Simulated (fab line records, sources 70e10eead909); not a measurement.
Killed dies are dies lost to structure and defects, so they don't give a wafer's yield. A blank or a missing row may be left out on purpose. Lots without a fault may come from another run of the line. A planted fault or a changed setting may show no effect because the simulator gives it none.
Which tool did it? | flow nand_harc | 24 lots, 72 wafers sampled, at 5 steps of a route of 1159

WHAT THE GAUGES READ, wafer by wafer
NHARC_A_M0_CD_MEAS_09: target cd 80 nm. Usual: cd_nm 80.4 nm, standard deviation 0.71.
lot  | measured     | on        | cd_nm (nm)     | flag
L075 | day 17 22:42 | cd_sem-02 | 81.1 80.5 79.9 |
L074 | day 17 23:08 | cd_sem-02 | 80.4 81.8 80.4 |
L076 | day 18 00:39 | cd_sem-03 | 81.2 79.9 81.1 |
L077 | day 18 01:50 | cd_sem-03 | 80.9 80.8 81.0 |
L078 | day 18 15:05 | cd_sem-01 | 80.0 81.1 81.8 |
L079 | day 18 18:34 | cd_sem-01 | 80.4 80.8 80.7 |
L080 | day 19 03:28 | cd_sem-02 | 80.4 79.2 79.6 |
L081 | day 19 09:05 | cd_sem-02 | 81.5 80.6 80.5 |
L082 | day 19 21:53 | cd_sem-03 | 80.1 80.2 80.3 |
L083 | day 19 22:25 | cd_sem-01 | 79.9 79.8 79.1 |
L084 | day 20 01:53 | cd_sem-02 | 80.8 79.3 80.0 |
L085 | day 20 06:49 | cd_sem-03 | 80.4 80.7 80.6 |
L086 | day 20 09:31 | cd_sem-03 | 81.3 80.4 81.1 |
L088 | day 20 11:04 | cd_sem-02 | 79.8 79.8 81.0 |
L087 | day 20 16:44 | cd_sem-03 | 79.8 79.6 79.9 |
L089 | day 22 05:59 | cd_sem-03 | 78.8 79.7 80.1 |
L092 | day 22 06:25 | cd_sem-02 | 81.2 80.2 80.2 |
L090 | day 22 06:40 | cd_sem-03 | 79.6 80.2 79.9 |
L091 | day 22 07:09 | cd_sem-01 | 80.7 81.1 81.2 |
L093 | day 22 14:10 | cd_sem-02 | 81.1 80.4 79.8 |
L094 | day 22 20:29 | cd_sem-03 | 80.1 79.2 79.9 |
L096 | day 23 00:43 | cd_sem-02 | 80.5 80.1 80.8 |
L095 | day 23 06:19 | cd_sem-03 | 79.8 80.2 81.0 |
L097 | day 23 13:27 | cd_sem-02 | 79.4 80.9 80.4 |

NHARC_A_M0_OVL_MEAS_10: pitch 160 nm. Usual: overlay_x_nm -0.3 nm, standard deviation 0.87; overlay_y_nm 0.1 nm, standard deviation 0.81.
lot  | measured     | on         | overlay_x_nm (nm) | overlay_y_nm (nm) | flag
L075 | day 17 22:47 | overlay-01 | 0.7 0.9 1.2       | -1.1 -1.6 -1.3    |
L074 | day 17 23:13 | overlay-02 | -0.4 -1.3 -0.9    | -0.3 -0.4 -0.6    |
L076 | day 18 00:44 | overlay-02 | -1.1 -0.2 -1.1    | 0.5 0.6 0.7       |
L077 | day 18 01:55 | overlay-02 | -0.6 -0.3 -0.2    | 0.8 0.6 1.3       |
L078 | day 18 15:10 | overlay-01 | -1.3 -0.8 -1.1    | 0.5 0.4 0.1       |
L079 | day 18 18:40 | overlay-02 | 0.2 -0.2 0.0      | 0.1 0.0 -0.3      |
L080 | day 19 03:33 | overlay-02 | -0.3 0.1 -0.2     | 1.0 0.2 0.5       |
L081 | day 19 09:10 | overlay-01 | 0.9 0.5 -0.1      | 0.7 0.2 1.1       |
L082 | day 19 21:58 | overlay-02 | 1.6 1.5 1.6       | -0.7 -0.8 -0.8    |
L083 | day 19 22:30 | overlay-02 | -0.7 -0.4 -0.2    | 1.0 1.1 0.9       |
L084 | day 20 01:58 | overlay-01 | -0.4 -0.1 -1.1    | -1.1 -0.7 -0.8    |
L085 | day 20 06:54 | overlay-01 | 0.2 -0.2 -0.4     | 0.9 1.4 1.4       |
L086 | day 20 09:36 | overlay-02 | 1.2 1.4 1.4       | 0.5 0.7 0.1       |
L088 | day 20 11:09 | overlay-02 | 0.3 1.0 0.8       | -0.8 -1.3 -1.5    |
L087 | day 20 16:50 | overlay-02 | -1.6 -1.5 -1.3    | -1.2 -0.8 -0.6    |
L089 | day 22 06:05 | overlay-01 | -1.9 -1.8 -1.2    | 0.0 -0.3 -0.2     |
L092 | day 22 06:30 | overlay-02 | -0.4 -0.2 -0.6    | -1.2 -1.0 -1.9    |
L090 | day 22 06:45 | overlay-02 | 0.0 -0.2 -0.2     | -0.5 0.2 0.2      |
L091 | day 22 07:14 | overlay-02 | 0.7 0.4 0.6       | 0.6 0.6 0.6       |
L093 | day 22 14:14 | overlay-02 | 0.2 0.0 -0.2      | 0.3 0.6 0.5       |
L094 | day 22 20:34 | overlay-02 | -1.4 -1.1 -1.4    | 1.0 0.6 0.7       |
L096 | day 23 00:49 | overlay-01 | -0.7 -1.1 -1.3    | 0.4 0.3 0.8       |
L095 | day 23 06:24 | overlay-01 | -0.4 -0.5 -0.2    | 0.7 0.2 0.3       |
L097 | day 23 13:33 | overlay-01 | -1.4 -1.1 -1.8    | 0.7 0.6 0.3       |

NHARC_A_M0_THK_MEAS_24: measures by xrf. Usual: thk_nm 113.3 nm, standard deviation 1.5.
lot  | measured     | on            | thk_nm (nm)       | flag
L075 | day 18 01:20 | film_metro-01 | 113.3 113.9 113.0 |
L074 | day 18 01:38 | film_metro-02 | 113.2 112.7 113.9 |
L076 | day 18 03:25 | film_metro-02 | 114.5 113.2 113.4 |
L077 | day 18 04:22 | film_metro-02 | 112.8 113.7 113.8 |
L078 | day 18 17:41 | film_metro-01 | 111.6 113.2 113.8 |
L079 | day 18 21:04 | film_metro-02 | 114.7 115.0 114.1 |
L080 | day 19 06:41 | film_metro-02 | 114.6 113.5 115.4 |
L081 | day 19 11:35 | film_metro-02 | 114.6 113.2 113.0 |
L082 | day 20 00:28 | film_metro-01 | 111.9 110.2 113.0 |
L083 | day 20 00:56 | film_metro-02 | 113.9 113.0 112.4 |
L084 | day 20 04:22 | film_metro-01 | 114.8 112.9 112.7 |
L085 | day 20 09:20 | film_metro-01 | 111.4 114.7 114.3 |
L086 | day 20 12:03 | film_metro-01 | 112.0 114.3 115.0 |
L088 | day 20 14:08 | film_metro-02 | 113.1 112.2 112.2 |
L087 | day 20 19:16 | film_metro-01 | 111.9 114.3 113.2 |
L089 | day 22 08:30 | film_metro-01 | 113.6 112.7 113.6 |
L092 | day 22 08:55 | film_metro-01 | 115.5 111.3 112.3 |
L090 | day 22 09:13 | film_metro-01 | 114.2 112.7 114.9 |
L091 | day 22 09:39 | film_metro-01 | 113.2 112.8 110.6 |
L093 | day 22 16:43 | film_metro-01 | 112.4 116.8 113.9 |
L094 | day 22 23:02 | film_metro-01 | 114.7 114.1 112.9 |
L096 | day 23 03:13 | film_metro-01 | 113.6 111.0 112.4 |
L095 | day 23 08:50 | film_metro-01 | 114.9 111.6 111.7 |
L097 | day 23 16:05 | film_metro-02 | 114.7 110.1 112.6 |

WHICH TOOL RAN EACH LOT (tool, then ch and the chambers of the sampled wafers, then the start)
lot  | NHARC_A_BLC_STRIP_21               | NHARC_A_BLC_CMP_25
L075 | rie_diel-09 ch 2,3, day 17 17:15   | cmp-02 ch 1,2,3, day 17 21:25
L074 | rie_diel-13 ch 1,3, day 17 18:11   | cmp-01 ch 0,1, day 17 21:49
L076 | rie_diel-13 ch 1,3, day 17 21:56   | cmp-01 ch 1,2,3, day 17 23:20
L077 | rie_diel-09 ch 1,2,3, day 17 23:17 | cmp-02 ch 0,2,3, day 18 00:41
L078 | rie_diel-09 ch 0,1,3, day 18 06:38 | cmp-04 ch 0,1,2, day 18 13:46
L079 | rie_diel-09 ch 0,1, day 18 15:53   | cmp-04 ch 0,1, day 18 17:23
L080 | rie_diel-09 ch 0,1,2, day 18 22:54 | cmp-04 ch 0,2,3, day 19 02:09
L081 | rie_diel-13 ch 0,1, day 19 06:20   | cmp-02 ch 0,2,3, day 19 07:50
L082 | rie_diel-13 ch 1,2,3, day 19 14:48 | cmp-04 ch 0,2,3, day 19 20:42
L083 | rie_diel-09 ch 0,1,3, day 19 15:56 | cmp-04 ch 0,1,2, day 19 21:07
L084 | rie_diel-13 ch 0,1,2, day 19 17:41 | cmp-02 ch 0,2,3, day 20 00:26
L085 | rie_diel-01 ch 0,3, day 20 00:10   | cmp-04 ch 0,1,3, day 20 05:28
L086 | rie_diel-13 ch 0,2, day 20 06:48   | cmp-01 ch 1,3, day 20 08:12
L088 | rie_diel-13 ch 0,1,3, day 20 08:23 | cmp-01 ch 0,2,3, day 20 09:47
L087 | rie_diel-09 ch 0,1,3, day 20 09:56 | cmp-02 ch 0,1,3, day 20 15:29
L089 | rie_diel-09 ch 0,1, day 22 02:10   | cmp-01 ch 0,1,2, day 22 04:40
L092 | rie_diel-13 ch 0,1,2, day 22 02:55 | cmp-04 ch 0,2,3, day 22 05:08
L090 | rie_diel-09 ch 0,2,3, day 22 03:41 | cmp-01 ch 1,2,3, day 22 05:24
L091 | rie_diel-09 ch 2,3, day 22 04:26   | cmp-01 ch 1,2,3, day 22 05:53
L093 | rie_diel-09 ch 0,2, day 22 08:10   | cmp-04 ch 0,3, day 22 12:59
L094 | rie_diel-13 ch 2,3, day 22 14:19   | cmp-01 ch 1,2,3, day 22 19:11
L096 | rie_diel-13 ch 0,1,2, day 22 15:55 | cmp-04 ch 1,2,3, day 22 23:07
L095 | rie_diel-13 ch 0,2,3, day 22 22:10 | cmp-04 ch 2,3, day 23 05:01
L097 | rie_diel-13 ch 1,2, day 23 08:32   | cmp-02 ch 1,2, day 23 12:09
- NHARC_A_BLC_STRIP_21: strips in O2.
- NHARC_A_BLC_CMP_25: polishes, t overpolish 30 s, target thk 150 nm.

WHAT THE TOOLS THEMSELVES READ (means of the sampled wafers that have a number; where no wafer has one, the mark that the record gives instead)
NHARC_A_BLC_STRIP_21. Usual: drypump_motor_current_A 5.6 A, standard deviation 0.33; oes_product_au 1.003 a.u., standard deviation 0.013; rf_vpp_V 57.7 V, standard deviation 0.91; showerhead_plenum_p_Torr 3.49 Torr, standard deviation 0.13; throttle_valve_pct 17.036 %, standard deviation 0.0094.
lot  | tool        | drypump_motor_current_A (A) | oes_product_au (a.u.) | rf_vpp_V (V) | showerhead_plenum_p_Torr (Torr) | throttle_valve_pct (%) | flag
L075 | rie_diel-09 | 5.2                         | 1.004                 | 58.2         | 3.46                            | 17.040                 |
L074 | rie_diel-13 | 5.4                         | 1.004                 | 57.4         | 3.52                            | 17.032                 |
L076 | rie_diel-13 | 5.4                         | 1.000                 | 57.4         | 3.52                            | 17.031                 |
L077 | rie_diel-09 | 5.6                         | 1.001                 | 57.1         | 3.47                            | 17.031                 |
L078 | rie_diel-09 | 5.4                         | 0.997                 | 58.2         | 3.59                            | 17.040                 |
L079 | rie_diel-09 | 5.8                         | 1.005                 | 57.4         | 3.59                            | 17.033                 |
L080 | rie_diel-09 | 5.7                         | 1.012                 | 57.9         | 3.51                            | 17.026                 |
L081 | rie_diel-13 | 5.6                         | 0.990                 | 58.1         | 3.53                            | 17.041                 |
L082 | rie_diel-13 | 5.6                         | 0.994                 | 57.1         | 3.44                            | 17.036                 |
L083 | rie_diel-09 | 5.4                         | 1.008                 | 58.5         | 3.58                            | 17.032                 |
L084 | rie_diel-13 | 5.7                         | 0.989                 | 58.2         | 3.47                            | 17.041                 |
L085 | rie_diel-01 | 5.8                         | 1.009                 | 57.3         | 3.44                            | 17.043                 |
L086 | rie_diel-13 | 5.7                         | 0.989                 | 57.1         | 3.41                            | 17.040                 |
L088 | rie_diel-13 | 5.5                         | 0.989                 | 58.1         | 3.54                            | 17.043                 |
L087 | rie_diel-09 | 5.4                         | 1.025                 | 57.7         | 3.58                            | 17.033                 |
L089 | rie_diel-09 | 5.8                         | 1.011                 | 57.9         | 3.59                            | 17.042                 |
L092 | rie_diel-13 | 5.7                         | 1.005                 | 57.0         | 3.47                            | 17.037                 |
L090 | rie_diel-09 | 5.4                         | 1.006                 | 57.7         | 3.50                            | 17.037                 |
L091 | rie_diel-09 | 5.3                         | 1.016                 | 58.1         | 3.45                            | 17.034                 |
L093 | rie_diel-09 | 5.7                         | 1.007                 | 57.4         | 3.42                            | 17.043                 |
L094 | rie_diel-13 | 5.6                         | 1.009                 | 57.8         | 3.38                            | 17.030                 |
L096 | rie_diel-13 | 5.7                         | 0.997                 | 58.1         | 3.47                            | 17.034                 |
L095 | rie_diel-13 | 5.6                         | 1.002                 | 57.6         | 3.48                            | 17.033                 |
L097 | rie_diel-13 | 5.7                         | 1.011                 | 57.7         | 3.42                            | 17.047                 |

NHARC_A_BLC_CMP_25. Usual: motor_current_A 12.1 A, standard deviation 1.2; overpolish_run_s 30.000 s, standard deviation 0.0092; time_to_endpoint_s 30 s, standard deviation 3.2.
lot  | tool   | motor_current_A (A) | overpolish_run_s (s) | time_to_endpoint_s (s) | flag
L075 | cmp-02 | 11.8                | 30.011               | 28                     |
L074 | cmp-01 | 11.9                | 30.002               | 29                     |
L076 | cmp-01 | 11.1                | 29.992               | 28                     |
L077 | cmp-02 | 11.4                | 30.003               | 29                     |
L078 | cmp-04 | 12.1                | 30.007               | 32                     |
L079 | cmp-04 | 12.0                | 29.993               | 30                     |
L080 | cmp-04 | 12.2                | 30.004               | 32                     |
L081 | cmp-02 | 11.7                | 29.999               | 29                     |
L082 | cmp-04 | 12.3                | 29.998               | 30                     |
L083 | cmp-04 | 11.9                | 30.011               | 29                     |
L084 | cmp-02 | 11.6                | 29.997               | 30                     |
L085 | cmp-04 | 12.8                | 29.993               | 30                     |
L086 | cmp-01 | 10.5                | 29.998               | 26                     |
L088 | cmp-01 | 11.7                | 30.000               | 33                     |
L087 | cmp-02 | 11.1                | 30.004               | 30                     |
L089 | cmp-01 | 12.5                | 30.008               | 30                     |
L092 | cmp-04 | 12.1                | 29.998               | 30                     |
L090 | cmp-01 | 11.3                | 30.001               | 26                     |
L091 | cmp-01 | 11.1                | 30.005               | 29                     |
L093 | cmp-04 | 12.2                | 30.003               | 28                     |
L094 | cmp-01 | 11.4                | 29.995               | 30                     |
L096 | cmp-04 | 12.8                | 29.990               | 34                     |
L095 | cmp-04 | 13.3                | 29.999               | 31                     |
L097 | cmp-02 | 12.6                | 29.997               | 31                     |

THE ANSWER, worked out from the rows above alone
Rule: a lot is off if the mean of its wafers that have a number lies more than 3 standard deviations from the usual mean. A lot without any number at a reading at which 4 lots or more have one is off too. The other lots that the step has rows for count as sound. The gauges are gone through in route order, then the tools' own readings, and for those a lot's mean is taken as printed above. The first step at which some lot is off is used, and at that step the reading that is off furthest; a lot without a number counts as furthest.
No lot is off at any reading shown: from this, nothing can be told.

WHAT THE SIMULATOR HAD PUT IN
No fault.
